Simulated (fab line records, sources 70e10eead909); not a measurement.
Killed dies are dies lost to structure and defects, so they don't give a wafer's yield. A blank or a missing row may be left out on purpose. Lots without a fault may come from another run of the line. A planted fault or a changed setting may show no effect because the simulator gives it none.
fab line records | flow nand_harc
record lots=6 wafers=16 last_day=33
route steps=1302 shown A_CONTACT@1054 END@1302
lots that met no fault: from a run of the same line without faults
start_h: hours from the record's first day to the start of the lot's first wafer shown | wait_h: hours since the lot's step before | " the same as in the row above | L1.1+2: a row that stands for several wafers | - no value, or no start given | * or withheld: withheld | < > ~ a bound
route shown NAME@n: a module of which the file shows steps, and the number in the route of the first | usual: mean/standard deviation of fault-free wafers | same: alike in all rows | chamber/n: place in a boat | sites: the reading at each site | _std_site: their standard deviation | _edge_site: outer sites' mean less inner sites' | radius_mm: how far each site lies from the wafer's centre | mask NAME#n: copy n | behind: the tool/chamber that last shaped the wafer | hold: why the lot was held/for how many hours/how that ended | device: the transistor (n, p or np) that didn't switch | end of line: the same wafers' tests at the end of the route | a step without rows: its recipe alone | killed: dies lost to structure and defects at the first sort, not the wafer's yield | map: a wafer's dies, x killed, . not, _ none there
set.NAME: the setting as run; set.NAME@STEP: as run at that earlier step | model.NAME: the simulator's own value behind a step, which no gauge read
lots at some steps of the route; a table a step, a row a wafer
services: from which hour (start_h, from the record's first day; less than 0 if before it) a tool's chamber was out of use, for how many hours, and why
## steps
# step NHARC_A_CONTACT_ETCH_131
# recipe source_w=withheld pressure_mtorr=20 bias_v=3000 time_s=197 target_depth_a=19180 ar_flow_sccm=withheld c4f8_flow_sccm=withheld o2_flow_sccm=withheld chemistry=C4F8/O2/Ar
# step NHARC_A_CONTACT_ETCH_132
# recipe source_w=withheld pressure_mtorr=20 bias_v=3000 time_s=197 target_depth_a=19240 ar_flow_sccm=withheld c4f8_flow_sccm=withheld o2_flow_sccm=withheld chemistry=C4F8/O2/Ar
# columns lot.wafer tool chamber start_h wait_h rf_hours_counter_h
L559.1 har_cap_etch-03 0 531.24 0.1 51
L559.3 " 0 " " -
L559.6 " 1 " " -
L562.2 har_cap_etch-02 0 559.56 0.1 93
L562.3 " 1 " " -
L562.5 " 1 " " -
L565.2 har_cap_etch-02 0 583.59 0.1 98
L565.1 " 1 " " 98
L565.3 " 1 " " -
L569.3 har_cap_etch-03 0 630.16 0.1 -
L569.6 " 0 " " -
L571.2 har_cap_etch-02 1 658.25 0.1 112
L571.6 " 1 " " -
L579.2 har_cap_etch-01 1 741.47 0.1 42
L579.4 " 1 " " -
L579.5 " 0 " " -
# step NHARC_A_CONTACT_ETCH_133
# recipe source_w=withheld pressure_mtorr=20 bias_v=400 time_s=374 target_depth_a=16100 ar_flow_sccm=withheld c4f8_flow_sccm=11.5 o2_flow_sccm=7.2 chemistry=C4F8/O2/Ar
# columns lot.wafer tool chamber start_h wait_h rf_hours_counter_h
L559.1 har_cap_etch-03 0 531.46 0.2 51
L559.3 " 0 " " -
L559.6 " 1 " " -
L562.2 har_cap_etch-02 0 559.74 0.1 93
L562.3 " 1 " " -
L562.5 " 1 " " -
L565.2 har_cap_etch-02 0 583.76 0.1 98
L565.1 " 1 " " 98
L565.3 " 1 " " -
L569.3 har_cap_etch-03 0 630.46 0.3 -
L569.6 " 0 " " -
L571.2 har_cap_etch-02 1 658.47 0.2 112
L571.6 " 1 " " -
L579.2 har_cap_etch-01 1 741.65 0.1 43
L579.4 " 1 " " -
L579.5 " 0 " " -
# step NHARC_A_CONTACT_ETCH_91
# recipe target_depth_a=400 over_etch_frac=0.5 time_s=85.7 ion_energy_ev=120 ch3f_flow_sccm=50 o2_flow_sccm=30 ar_flow_sccm=200 rf_w=500 bias_w=100 chemistry=CH3F/O2
# step NHARC_A_CONTACT_ETCH_97
# recipe target_depth_a=200 over_etch_frac=0.5 time_s=10 ion_energy_ev=250 c4f6_flow_sccm=25 o2_flow_sccm=20 ar_flow_sccm=500 rf_w=600 bias_w=500 chemistry=C4F6/O2
# usual drypump_motor_current_A=5.6/0.44 o2_flow_sccm=20.00/0.06 oes_product_au=0.954/0.018 rf_vpp_V=546/3.7 showerhead_plenum_p_Torr=3.87/0.18 throttle_valve_pct=26.903/0.01
# same over_etch_frac=0.5
# columns lot.wafer tool chamber start_h wait_h drypump_motor_current_A o2_flow_sccm oes_product_au rf_hours_counter_h rf_vpp_V showerhead_plenum_p_Torr throttle_valve_pct
L559.1 rie_diel-09 1 532.35 0.1 5.4 19.93 0.967 6 546 3.98 26.898
L559.3 " 2 " " 5.2 19.97 0.948 6 541 3.66 26.907
L559.6 " 3 " " 6.0 20.01 0.943 - 551 4.14 26.910
L562.2 rie_diel-02 2 560.69 0.1 6.3 19.97 0.949 52 544 3.85 26.900
L562.3 " 0 " " 5.1 20.03 0.941 54 547 3.93 26.908
L562.5 " 0 " " 5.1 20.08 0.952 - 547 3.93 26.902
L565.3 rie_diel-09 1 584.71 0.1 5.4 19.98 0.965 16 548 3.97 26.909
L565.2 " 3 " " 6.0 20.06 0.940 15 550 4.14 26.909
L565.1 " 0 " " 5.3 20.05 0.950 15 541 3.67 26.900
L569.3 rie_diel-09 2 - - 5.2 20.02 0.939 16 540 3.65 26.890
L569.6 " 1 " " 5.4 19.95 0.956 - 549 3.97 26.902
L571.2 rie_diel-09 3 - - 6.0 19.90 0.942 28 550 4.13 26.898
L571.6 " 0 " " 5.3 19.97 0.945 - 542 3.66 26.899
L579.2 rie_diel-02 1 - - 6.3 20.04 0.958 50 548 3.94 26.916
L579.4 " 2 " " 6.4 19.83 0.945 53 545 3.81 26.915
L579.5 " 2 " " 6.4 19.88 0.948 - 548 3.81 26.922
# step NHARC_A_CONTACT_CD_MEAS_80
# usual cd_nm=289.6/0.88
# columns lot.wafer tool chamber start_h wait_h cd_nm
L559.1 cd_sem-01 - 532.43 - 288.9
L559.3 " - " " 289.3
L559.6 " - " " 289.1
L562.2 cd_sem-03 - 560.78 - 290.8
L562.3 " - " " 290.4
L562.5 " - " " 290.7
L565.1 cd_sem-02 - 584.80 - 289.6
L565.2 " - " " 289.8
L565.3 " - " " 289.2
L569.3 cd_sem-03 - 631.26 - 289.3
L569.6 " - " " 289.3
L571.2 cd_sem-01 - 659.40 - 288.1
L571.6 " - " " 287.9
L579.2 cd_sem-02 - 742.71 - 290.8
L579.4 " - " " 290.0
L579.5 " - " " 290.2
# step NHARC_A_CONTACT_STRIP_103
# recipe n2_flow_sccm=150 h2_flow_sccm=150 ar_flow_sccm=0 bias_w=0 chemistry=N2/H2
# step NHARC_A_CONTACT_STRIP_104
# recipe cf4_flow_sccm=100 chf3_flow_sccm=30 ar_flow_sccm=0 bias_w=0 chemistry=CF4/CHF3
# step NHARC_A_CONTACT_STRIP_105
# recipe o2_flow_sccm=400 cos_flow_sccm=20 ar_flow_sccm=0 bias_w=0 chemistry=O2/COS
# step NHARC_A_CONTACT_ETCH_106
# recipe target_depth_a=900 overetch_a=90 time_s=49.5 ion_energy_ev=100 cf4_flow_sccm=80 o2_flow_sccm=20 ar_flow_sccm=0 rf_w=300 bias_w=100 chemistry=CF4/O2
# step NHARC_A_CONTACT_STRIP_82
# recipe o2_flow_sccm=500 ar_flow_sccm=0 bias_w=0 chemistry=O2
# step NHARC_A_CONTACT_STRIP_83
# recipe time_s=600 temp_c=30 chemistry=post_etch_residue_remover
# step NHARC_A_CONTACT_DEP_84
# recipe target_thk_a=28000 temp_c=400 material=aC
# usual throttle_valve_pct=35.000/0.0089
# columns lot.wafer tool chamber start_h wait_h throttle_valve_pct
L559.1 acl_dep-03 0 534.09 - 34.999
L559.3 " 0 " " 34.988
L559.6 " 0 " " 34.998
L562.2 acl_dep-03 0 566.72 - 35.016
L562.3 " 0 " " 35.002
L562.5 " 0 " " 35.002
L565.1 acl_dep-02 0 587.79 - 34.989
L565.2 " 0 " " 35.007
L565.3 " 0 " " 34.988
L569.3 acl_dep-02 0 635.09 - 34.974
L569.6 " 0 " " 35.004
L571.2 acl_dep-02 0 660.84 - 35.011
L571.6 " 0 661.99 - 35.016
L579.2 acl_dep-01 0 744.13 - 35.002
L579.4 " 0 " " 34.999
L579.5 " 0 " " 35.010
# step NHARC_A_CONTACT_DEP_85
# recipe target_thk_a=600 target_thk_nm=60 temp_c=400 pressure_torr=3.5 flow_sccm=200 rf_w=350 material=SiON
# step NHARC_A_CONTACT_DEHYDRATE_00
# recipe temp_c=150 time_s=120
# step NHARC_A_CONTACT_HMDS_01
# recipe time_s=30
# step NHARC_A_CONTACT_COAT_86
# recipe temp_c=260 time_s=75
# step NHARC_A_CONTACT_COAT_87
# recipe temp_c=225 time_s=65
# step NHARC_A_CONTACT_COAT_02
# recipe spin_rpm=1500 resist_thk_nm=90
# step NHARC_A_CONTACT_SOFTBAKE_03
# recipe temp_c=105 time_s=55
# step NHARC_A_CONTACT_EBR_04
# step NHARC_A_CONTACT_EXPOSE_05
# recipe na=1.35 sigma_outer=0.8 dose_mj=84.24 mask_id=A_CC
# step NHARC_A_CONTACT_PEB_06
# recipe peb_temp_c=100 peb_time_s=65
# step NHARC_A_CONTACT_DEVELOP_07
# recipe develop_time_s=35 dev_temp_c=23
# step NHARC_A_CONTACT_CD_MEAS_08
# recipe target_cd_nm=200 landing_energy_ev=500
# usual cd_nm=199.8/0.54
# columns lot.wafer tool chamber start_h wait_h cd_nm
L559.1 cd_sem-01 0 536.59 - 201.3
L559.3 " 0 " " 200.9
L559.6 " 0 " " 200.9
L562.2 cd_sem-03 0 568.88 - 199.0
L562.3 " 0 " " 200.1
L562.5 " 0 " " 199.4
L565.1 cd_sem-03 0 590.22 - 198.6
L565.2 " 0 " " 199.6
L565.3 " 0 " " 199.0
L569.3 cd_sem-01 0 637.26 - 199.2
L569.6 " 0 " " 198.8
L571.2 cd_sem-03 0 663.05 - 199.1
L571.6 " 0 " " 199.4
L579.2 cd_sem-01 0 746.35 - 200.3
L579.4 " 0 " " 200.7
L579.5 " 0 " " 200.1
# step NHARC_A_CONTACT_OVL_MEAS_09
# usual overlay_x_nm=-0.3/0.92 overlay_y_nm=0.2/0.76
# columns lot.wafer tool chamber start_h wait_h overlay_x_nm overlay_y_nm
L559.1 overlay-01 - 536.68 - -1.2 1.0
L559.3 " - " " -1.6 0.4
L559.6 " - " " -1.8 0.5
L562.2 overlay-01 - 568.97 - -1.2 -1.0
L562.3 " - " " -1.2 -1.1
L562.5 " - " " -1.7 -0.6
L565.1 overlay-01 - 590.31 - -0.8 0.2
L565.2 " - " " -1.2 0.3
L565.3 " - " " -1.4 1.2
L569.3 overlay-02 - 637.34 - 0.3 -0.2
L569.6 " - " " 0.1 0.4
L571.2 overlay-02 - 663.13 - -0.1 0.9
L571.6 " - " " 0.1 1.0
L579.2 overlay-01 - 746.44 - -0.3 0.2
L579.4 " - " " 0.5 0.3
L579.5 " - " " 0.5 0.4
# step NHARC_A_CONTACT_INSPECT_10
# usual raw_defect_count=82/33
# columns lot.wafer tool chamber start_h wait_h raw_defect_count
L559.1 defect_inspect-02 - 536.72 0.0 106
L559.3 " - " " 108
L559.6 " - " " 109
L562.2 defect_inspect-02 - 569.00 0.0 64
L562.3 " - " " 80
L562.5 " - " " 53
L565.1 defect_inspect-01 - 590.35 0.0 79
L565.2 " - " " 73
L565.3 " - " " 62
L569.3 defect_inspect-01 - 637.38 0.0 17
L569.6 " - " " 18
L571.2 defect_inspect-02 - 663.17 0.0 82
L571.6 " - " " 68
L579.2 defect_inspect-02 - 746.47 0.0 92
L579.4 " - " " 96
L579.5 " - " " 95
# step NHARC_A_CONTACT_DESCUM_13
# recipe time_s=3 o2_flow_sccm=200 ar_flow_sccm=0 bias_power_w=0 chemistry=O2
# step NHARC_A_CONTACT_ETCH_88
# recipe target_depth_a=390 over_etch_frac=0.3 time_s=65 ion_energy_ev=80 cf4_flow_sccm=150 ar_flow_sccm=0 rf_w=300 bias_w=100 chemistry=CF4
# usual drypump_motor_current_A=5.7/0.47 oes_product_au=1.002/0.012 rf_vpp_V=150.7/1.3 showerhead_plenum_p_Torr=1.74/0.075 throttle_valve_pct=13.285/0.0087
# same over_etch_frac=0.3
# columns lot.wafer tool chamber start_h wait_h drypump_motor_current_A oes_product_au rf_hours_counter_h rf_vpp_V showerhead_plenum_p_Torr throttle_valve_pct
L559.3 rie_diel-09 2 536.86 0.1 5.2 1.004 6 149.2 1.65 13.310
L559.1 " 1 " " 5.4 1.021 7 150.6 1.79 13.290
L559.6 " 2 " " 5.2 0.998 - 149.4 1.65 13.276
L562.2 rie_diel-09 0 569.15 0.1 5.3 1.002 10 150.5 1.65 13.292
L562.3 " 2 " " 5.1 0.996 10 150.3 1.65 13.285
L562.5 " 0 " " 5.3 1.004 - 149.1 1.65 13.265
L565.1 rie_diel-02 1 590.50 0.1 6.3 1.001 6 151.7 1.79 13.284
L565.2 " 2 " " 6.3 1.012 4 149.3 1.73 13.272
L565.3 " 3 " " 5.2 0.993 4 151.2 1.72 13.277
L569.3 rie_diel-09 3 637.54 0.1 6.0 0.986 22 151.6 1.86 13.281
L569.6 " 0 " " 5.3 0.988 - 149.7 1.65 13.286
L571.2 rie_diel-09 3 663.32 0.1 5.9 0.989 29 151.1 1.86 13.281
L571.6 " 3 " " 6.0 0.993 - 151.9 1.86 13.282
L579.2 rie_diel-02 3 746.62 0.1 5.2 1.008 57 151.1 1.71 13.270
L579.4 " 0 " " 5.1 1.024 61 150.2 1.75 13.289
L579.5 " 2 " " 6.4 1.008 - 150.8 1.72 13.276
# step NHARC_A_CONTACT_ETCH_89
# recipe target_depth_a=2600 over_etch_frac=0.3 time_s=475.3 ion_energy_ev=200 n2_flow_sccm=150 h2_flow_sccm=150 ar_flow_sccm=0 rf_w=400 bias_w=150 chemistry=N2/H2
# step NHARC_A_CONTACT_ETCH_30
# recipe target_depth_a=726 time_s=36.3 cf4_flow_sccm=100 chf3_flow_sccm=30 ar_flow_sccm=0 rf_w=500 bias_w=200 chemistry=CF4/CHF3
# usual drypump_motor_current_A=5.6/0.47 oes_product_au=0.930/0.016 rf_vpp_V=369.7/2.3 showerhead_plenum_p_Torr=1.55/0.068 throttle_valve_pct=16.803/0.0088
# columns lot.wafer tool chamber start_h wait_h drypump_motor_current_A oes_product_au rf_hours_counter_h rf_vpp_V showerhead_plenum_p_Torr throttle_valve_pct
L559.1 rie_diel-09 3 - - 6.0 0.911 5 373.8 1.66 16.800
L559.3 " 0 " " 5.3 0.930 6 367.9 1.47 16.797
L559.6 " 2 " " 5.2 0.935 - 368.3 1.46 16.803
L562.2 rie_diel-09 3 - - 6.0 0.923 10 372.9 1.66 16.787
L562.3 " 1 " " 5.4 0.951 11 372.8 1.59 16.793
L562.5 " 3 " " 6.0 0.928 - 373.1 1.66 16.779
L565.2 rie_diel-02 3 - - 5.2 0.984 4 369.4 1.53 16.794
L565.3 " 0 " " 5.1 0.997 6 369.6 1.57 16.818
L565.1 " 2 " " 6.4 0.979 4 368.6 1.54 16.818
L569.3 rie_diel-09 0 - - 5.3 0.912 22 367.1 1.46 16.790
L569.6 " 2 " " 5.1 0.917 - 367.1 1.46 16.797
L571.2 rie_diel-09 2 - - 5.1 0.928 24 367.5 1.46 16.798
L571.6 " 0 " " 5.3 0.925 - 365.9 1.46 16.801
L579.2 rie_diel-02 1 - - 6.3 0.940 51 371.8 1.58 16.791
L579.4 " 2 " " 6.4 0.936 54 370.9 1.53 16.796
L579.5 " 1 " " 6.4 0.930 - 370.3 1.58 16.803
# step NHARC_A_CONTACT_ETCH_31
# recipe target_depth_a=28000 over_etch_frac=0.3 time_s=728 ion_energy_ev=150 o2_flow_sccm=400 cos_flow_sccm=20 ar_flow_sccm=0 rf_w=500 bias_w=300 chemistry=O2/COS
# step NHARC_A_CONTACT_ETCH_134
# recipe source_w=withheld pressure_mtorr=20 bias_v=withheld time_s=140 target_depth_a=7000 ar_flow_sccm=withheld c4f8_flow_sccm=withheld o2_flow_sccm=withheld chemistry=C4F8/O2/Ar
# step NHARC_A_CONTACT_ETCH_135
# recipe source_w=withheld pressure_mtorr=20 bias_v=1200 time_s=311 target_depth_a=19120 ar_flow_sccm=withheld c4f8_flow_sccm=withheld o2_flow_sccm=withheld chemistry=C4F8/O2/Ar
# step NHARC_A_CONTACT_ETCH_136
# recipe source_w=withheld pressure_mtorr=20 bias_v=1200 time_s=311 target_depth_a=19120 ar_flow_sccm=withheld c4f8_flow_sccm=withheld o2_flow_sccm=withheld chemistry=C4F8/O2/Ar
# step NHARC_A_CONTACT_ETCH_137
# recipe source_w=withheld pressure_mtorr=20 bias_v=1200 time_s=311 target_depth_a=19120 ar_flow_sccm=withheld c4f8_flow_sccm=withheld o2_flow_sccm=withheld chemistry=C4F8/O2/Ar
# step NHARC_A_CONTACT_ETCH_138
# recipe source_w=withheld pressure_mtorr=20 bias_v=1200 time_s=311 target_depth_a=19140 ar_flow_sccm=withheld c4f8_flow_sccm=withheld o2_flow_sccm=withheld chemistry=C4F8/O2/Ar
# step NHARC_A_CONTACT_ETCH_139
# recipe source_w=withheld pressure_mtorr=20 bias_v=400 time_s=195 target_depth_a=8400 ar_flow_sccm=withheld c4f8_flow_sccm=11.5 o2_flow_sccm=7.2 chemistry=C4F8/O2/Ar
# step NHARC_A_CONTACT_ETCH_92
# recipe target_depth_a=400 over_etch_frac=0.5 time_s=85.7 ion_energy_ev=120 ch3f_flow_sccm=50 o2_flow_sccm=30 ar_flow_sccm=200 rf_w=500 bias_w=100 chemistry=CH3F/O2
# step NHARC_A_CONTACT_ETCH_98
# recipe target_depth_a=200 over_etch_frac=0.5 time_s=10 ion_energy_ev=250 c4f6_flow_sccm=25 o2_flow_sccm=20 ar_flow_sccm=500 rf_w=600 bias_w=500 chemistry=C4F6/O2
# step NHARC_A_CONTACT_CD_MEAS_15
# usual cd_nm=190.0/0.58
# columns lot.wafer tool chamber start_h wait_h cd_nm
L559.1 cd_sem-03 - 540.49 - 189.8
L559.3 " - " " 189.9
L559.6 " - " " 189.5
L562.2 cd_sem-01 - 572.26 - 191.0
L562.3 " - " " 190.0
L562.5 " - " " 190.4
L565.1 cd_sem-03 - 593.60 - 190.3
L565.2 " - " " 189.5
L565.3 " - " " 190.6
L569.3 cd_sem-01 - 640.63 - 189.8
L569.6 " - " " 189.0
L571.2 cd_sem-02 - 666.41 - 189.8
L571.6 " - " " 190.6
L579.2 cd_sem-01 - 749.80 - 189.8
L579.4 " - " " 189.4
L579.5 " - " " 190.2
# step NHARC_A_CONTACT_STRIP_107
# recipe n2_flow_sccm=150 h2_flow_sccm=150 ar_flow_sccm=0 bias_w=0 chemistry=N2/H2
# step NHARC_END_SORT_01
# recipe temp_c=25
# usual killed_at_array=54/17 killed_at_other=1.0/1.4 killed_at_periphery=3.6/2.1 killed_dies=58/17 killed_open=3.2/2 killed_short=2.5/1.5
# same gross_dies=677
# columns lot.wafer tool chamber start_h wait_h killed_at_array killed_at_other killed_at_periphery killed_dies killed_open killed_short
L565.1 prober-01 0 638.26 2.5 60 1 4 65 5 4
L565.2 prober-01 0 639.06 2.8 54 0 0 54 2 1
L565.3 prober-01 0 639.86 3.1 53 1 3 57 5 4
L569.6 prober-01 0 690.99 4.1 634 0 7 641 5 0
L571.2 prober-02 0 711.74 2.8 656 0 6 662 7 1
L571.6 prober-02 0 714.90 4.0 650 0 1 651 1 2
# killed by level:class
L565.1 A_SLIT:chamber_film_flake=30 A_CHANNEL_HOLE_D1:chamber_film_flake=10 A_CHANNEL_HOLE_D2:chamber_film_flake=8 A_CONTACT:chamber_film_flake=4 A_DECK1_JOINT:chamber_film_flake=3 P_CONTACT:geometric_particle:open=2 A_CHANNEL_FILL_D1:geometric_particle:short=2 P_M0:geometric_particle:open=1
L565.2 A_SLIT:chamber_film_flake=28 A_CHANNEL_HOLE_D2:chamber_film_flake=10 A_CHANNEL_HOLE_D1:chamber_film_flake=6 A_STAIRCASE:chamber_film_flake=3 A_CONTACT:chamber_film_flake=2 A_CHANNEL_FILL_D1:geometric_particle:open=1 A_WL_FILL:geometric_particle:short=1 A_BLC:geometric_particle:open=1
L565.3 A_SLIT:chamber_film_flake=25 A_CHANNEL_HOLE_D2:chamber_film_flake=12 A_CHANNEL_HOLE_D1:chamber_film_flake=4 A_CONTACT:chamber_film_flake=4 P_GATE:geometric_particle:open=1 P_CONTACT:geometric_particle:open=1 P_M0:geometric_particle:open=1 A_ONON_D1:geometric_particle:short=1
L569.6 A_CONTACT:area_dep=618 A_CHANNEL_HOLE_D1:chamber_film_flake=6 P_BONDPAD:chamber_film_flake=3 P_CONTACT:geometric_particle:open=2 A_WL_FILL:chamber_film_flake=2 A_STAIRCASE:chamber_film_flake=2 A_CONTACT:chamber_film_flake=2 P_GATE:geometric_particle:open=1
L571.2 A_CONTACT:area_dep=593 A_SLIT:chamber_film_flake=38 A_CHANNEL_HOLE_D1:chamber_film_flake=15 P_CONTACT:geometric_particle:open=2 P_M0:geometric_particle:open=2 A_BLC:chamber_film_flake=2 A_STAIRCASE:chamber_film_flake=2 A_CONTACT:chamber_film_flake=2
L571.6 A_CONTACT:area_dep=604 A_SLIT:chamber_film_flake=32 A_CHANNEL_HOLE_D1:chamber_film_flake=7 A_CONTACT:chamber_film_flake=4 A_ONON_D2:geometric_particle:short=1 A_CHANNEL_HOLE_D1:geometric_particle:short=1 A_M1:geometric_particle:open=1 P_STI:chamber_film_flake=1
# map L569.6 (x killed, . not)
____________x____________
_________xxxxxxx_________
_______xxxxxxxxxxx_______
______xxxxxxxxxxxxx______
_____xxxxxxxxxxxxxxx_____
____xxxxxxxxxxxxxxxxx____
____xxxxxxxxxxxxxxxxx____
___xxxxxxxxxxxxxxxxxxx___
___xxxxxxxxxx.xxxxxxxx___
__xxxxxxxxxxxxxxxxxxxxx__
__xxxxxxxx.xxxxxxxxxxxx__
_xxxxxx.xxxx.xxxxxxxxxxx_
_xxxxxxx.xxxxxx.xxxxxxxx_
_xxxxxxxxxx.xxxxxxxxxxxx_
_xxxxxx.xxxx.x.xxxxxxxxx_
_xxxxxxx.xxxxxxxx.xxxxxx_
xxxxxxx..xx.xxxx.xxxxxxxx
xxxxxxxxxxxxx.xx.xxxxxxxx
xxxxxxxxxxxx.xxxxxx.xxxxx
xxxxxxxxxxx.xx.x.xxxxxxxx
xxxxxxxxxxx.xxxxxx.xxxxxx
_xxxxxxx.xxxxx..xxxxxxxx_
_xxxxxxxxxxxx.xxxxxxxxxx_
_xxxxxxxxxxxxxx.xxxx.xxx_
_xxxxxxxx.xxxxxxxxxxxxxx_
_xxxxxxxxxxxx.xxx.xxxxxx_
__xxxxxxxxxxx.xxxxxxxxx__
__xxxxxxxxxxxxxx.xxxxxx__
___xxxxxxxxxxxxxxxxxxx___
___xxxxxxxxxxxxxxxxxxx___
____xxxxxxxxxxxxxxxxx____
____xxxxxxxxxxxxxxxxx____
_____xxxxxxxxxxxxxxx_____
______xxxxxxxxxxxxx______
_______xxxxxxxxxxx_______
_________xxxxxxx_________
____________x____________
# map L571.2 (x killed, . not)
____________x____________
_________xxxxxxx_________
_______xxxxxxxxxxx_______
______xxxxxxxxxxxxx______
_____xxxxxxxxxxxxxxx_____
____xxxxxxxxxxxxxxxxx____
____xxxxxxxxxxxxxxxxx____
___xxxxxxxxxxxxxxxxxxx___
___xxx.xxxxxxxxxxxxxxx___
__xxxxxxxxxxxxxxxxxxxxx__
__xxxxxxxxxxxxxxxxxxxxx__
_xxxxxxxxxxxxxxxxxxxxxxx_
_xxxxxxxxxxxxxxxxxxxxxxx_
_xxxxxxxxxxxxxxxxx.xxxxx_
_xxxxxxxxxxxxxxxxxxxxxxx_
_xxxxxxxxxxx.xxxxx.xxxxx_
xxxxxxxxxxxxxxxxxxxxxxxxx
xxxxxxxxxxxxxxxxxxxxxxxxx
xxxxxxxxxxxxxx.xxxxxxxxxx
xxxx.xxxxxxxxxxxxxxxxxxxx
xxxxxx.xxxxxxxxx.xxxxxxxx
_x.xxxxxxxxxxxx.xxxxxxxx_
_xxxxxxxxxxxxxxxxxxxxxxx_
_xxxxxxxxxxx.xxxxxxxxxxx_
_xxxxxxxxxxxxxxxxxx.xxxx_
_xxxxxxxxxxxxxxxxxxxxxxx_
__xxxxxxxxxxxxxxxxxxxxx__
__xxxxxxxxxxxxxxxxxxxxx__
___xxxxxx.xxxxxxxxxxxx___
___xxxx.xx.xxxxxxxxxxx___
____xxxxxxxxxxxxxxxxx____
____xxxxxxxxxxxxxxxxx____
_____xxxxxxxxxxxxxxx_____
______xxxxxxxxxxxxx______
_______xxxxxxxxxxx_______
_________xxxxxxx_________
____________x____________
## services
# columns tool chamber start_h hours kind
rie_diel-02 3 511.41 3.6 repair
rie_diel-09 0 530.82 5.3 repair
rie_diel-09 1 531.24 - clean
rie_diel-09 2 531.24 - clean
rie_diel-09 3 531.24 - clean
har_cap_etch-01 - 541.29 0.2 repair
rie_diel-09 0 555.74 - clean
rie_diel-09 1 555.74 - clean
rie_diel-09 2 555.74 - clean
rie_diel-09 3 555.74 - clean
acl_dep-01 - 564.68 13.0 pm
rie_diel-02 - 570.87 9.0 pm
rie_diel-09 2 572.13 18.2 repair
rie_diel-09 0 580.24 - clean
rie_diel-09 1 580.24 - clean
rie_diel-09 3 580.24 - clean
rie_diel-09 0 604.74 - clean
rie_diel-09 1 604.74 - clean
acl_dep-02 - 610.03 13.0 pm
rie_diel-02 1 663.23 13.8 repair
acl_dep-03 - 663.66 13.0 pm
rie_diel-09 - 674.26 9.0 pm
rie_diel-02 2 725.34 8.4 repair
acl_dep-01 - 745.68 13.0 pm
## key
first_sign step=NHARC_END_SORT_01 reading=killed_dies direction=up sigmas=35 usual=58 struck=651
effect step=NHARC_END_SORT_01 reading=killed_at_array direction=up sigmas=34 usual=54 struck=647
more_kills_born_at NHARC_A_CONTACT_DEP_84@acl_dep-02=1815
met_at NHARC_A_CONTACT_DEP_84
struck_wafers L569.6,L571.2,L571.6
later_rows_left_out L569.6,L571.2,L571.6
tester_left_out L569,L571
onset_between 587.79 635.09
fault kind=process_parameter_drift tool=acl_dep-02 chamber=- onset_h=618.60 steps=NHARC_A_CONTACT_DEP_84 channel=target_thk_a offset=* shape=step end_h=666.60 scope=struck_wafers_only acts_in=* stated=*
# tester_left_out: of these lots the tester's yield and bins aren't shown, on N5 and GAA mostly nor the transistor test; their killed dies are dies lost to structure and defects alone, not to doping, threshold or leakage, so they don't give the yield
# later_rows_left_out: the simulator's readings of these wafers behind a module that went badly wrong aren't trusted and aren't shown, but for the sort
